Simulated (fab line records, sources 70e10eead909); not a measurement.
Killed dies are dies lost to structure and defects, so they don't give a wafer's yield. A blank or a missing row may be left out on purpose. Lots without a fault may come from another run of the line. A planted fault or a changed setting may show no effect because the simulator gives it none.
Chamber matching | flow nand_harc | NHARC_P_CONTACT_ALD_22 on ald_metal-02: 4 sister chambers
The step deposits TiN, target thk 3 nm, pulse time 1 s, ald cycles 150. 4 wafers are shown with their chamber, then 12 later ones without.

WAFERS WITH THEIR CHAMBER
wafer  | chamber | heater_power_w (W)
L084.3 | 2       | 963
L084.6 | 1       | 1110
L091.5 | 0       | 1127
L091.6 | 3       | 1235

WAFERS WITHOUT THEIR CHAMBER
wafer  | heater_power_w (W)
L092.3 | 961
L092.5 | 1106
L092.6 | 1217
L094.2 | 958
L094.4 | 1095
L094.6 | 1263
L096.1 | 952
L096.2 | 1130
L096.3 | 1233
L096.4 | 1113
L096.5 | 973
L096.6 | 1230

WHICH CHAMBER EACH WENT THROUGH
wafer  | from the rows above     | in truth
L092.3 | 2                       | 2
L092.5 | can't be placed: 1 or 0 | 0
L092.6 | 3                       | 3
L094.2 | 2                       | 2
L094.4 | can't be placed: 1 or 0 | 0
L094.6 | 3                       | 3
L096.1 | 2                       | 2
L096.2 | can't be placed: 0 or 1 | 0
L096.3 | 3                       | 3
L096.4 | can't be placed: 1 or 0 | 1
L096.5 | 2                       | 2
L096.6 | 3                       | 3
Placed correctly: 8 of 12. Can't be placed from these rows: 4 (the true chamber is among the candidates in 4). Placed wrongly: 0.
How it was worked out, from the rows above alone: a wafer's distance from a chamber is the root of the sum, over the readings, of the square of ((its reading less the chamber's mean) divided by the reading's scatter). The wafer belongs to the nearest chamber; if the next one is less than 2 further off, it can't be placed. A chamber's mean is the mean of its shown wafers. The scatter: with one shown wafer a chamber, the root of the mean of the squares of how far each hidden wafer lies from its nearest shown one.
